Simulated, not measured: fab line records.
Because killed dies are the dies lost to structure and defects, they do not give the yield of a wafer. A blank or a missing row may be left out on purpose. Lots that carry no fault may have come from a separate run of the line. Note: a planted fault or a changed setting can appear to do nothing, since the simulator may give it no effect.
One fault seen from 2 desks | flow n5Finfet | each desk has only its own numbers; what lay behind them comes last

DESK OF THE TOOL OWNER: lithoTrack-01
The tool's own readings at N5_BEOL_M11_COAT_22 (resist thk 90 nm): means of the sampled wafers that have a number, for each lot that ran on this tool. The brackets show how far a lot's mean lies from the usual mean; more than 4 standard deviations puts the lot out of limits, marked OUT.
Columns: A = spinSpeedRpm at N5_BEOL_M11_COAT_22, usual 1500.0 rpm
lot  | first seen here | A
L797 | day 11 06:04    | 1499.6
L803 | day 12 07:11    | 1500.4
L808 | day 14 08:35    | 1707.4 (+99 or more) OUT
L812 | day 15 07:35    | 1708.4 (+99 or more) OUT
This desk's verdict: out of limits on L808, L812, starting with L808 at day 14 08:35 (spinSpeedRpm at N5_BEOL_M11_COAT_22). L797, L803 stayed within limits.

THE METROLOGY DESK
Means of the sampled wafers that have a number, per lot and without regard to the tool the lot ran on: this is what the gauges read. The brackets show how far a lot's mean lies from the usual mean; more than 4 standard deviations puts the lot out of limits, marked OUT.
Columns: A = cdNm at N5_BEOL_M11_CD_MEAS_18, usual 70.0 nm
lot  | first seen here | A
L794 | day 10 12:43    | 70.2
L795 | day 10 18:35    | 70.8
L797 | day 11 03:04    | 70.5
L798 | day 11 12:02    | 70.0
L803 | day 12 07:09    | 70.3
L805 | day 13 08:44    | 70.4
L810 | day 14 03:40    | 69.2
L808 | day 14 06:56    | 69.3
L814 | day 15 05:53    | 69.9
L812 | day 15 06:05    | 70.0
L817 | day 16 16:19    | 69.7
This desk's finding: nothing out of limits on any of the 11 lots.

TAKEN TOGETHER
At day 14 08:35, on L808, L812, the tool owner's desk was in a position to raise an alarm.
From the metrology desk's view, nothing was out of limits.
The metrology desk has L808, L812 on record, within its limits.
The lots listed all ran N5_BEOL_M11_COAT_22 on lithoTrack-01.

WHAT HAD BEEN PUT IN BY THE SIMULATOR
Drift in process parameters on lithoTrack-01 at N5_BEOL_M11_COAT_22, starting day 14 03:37. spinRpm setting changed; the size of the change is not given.
Shown lots that were struck: L808, L812.
Hours from the fault's start to each desk's first reading out of limits: the tool owner's desk, 5.
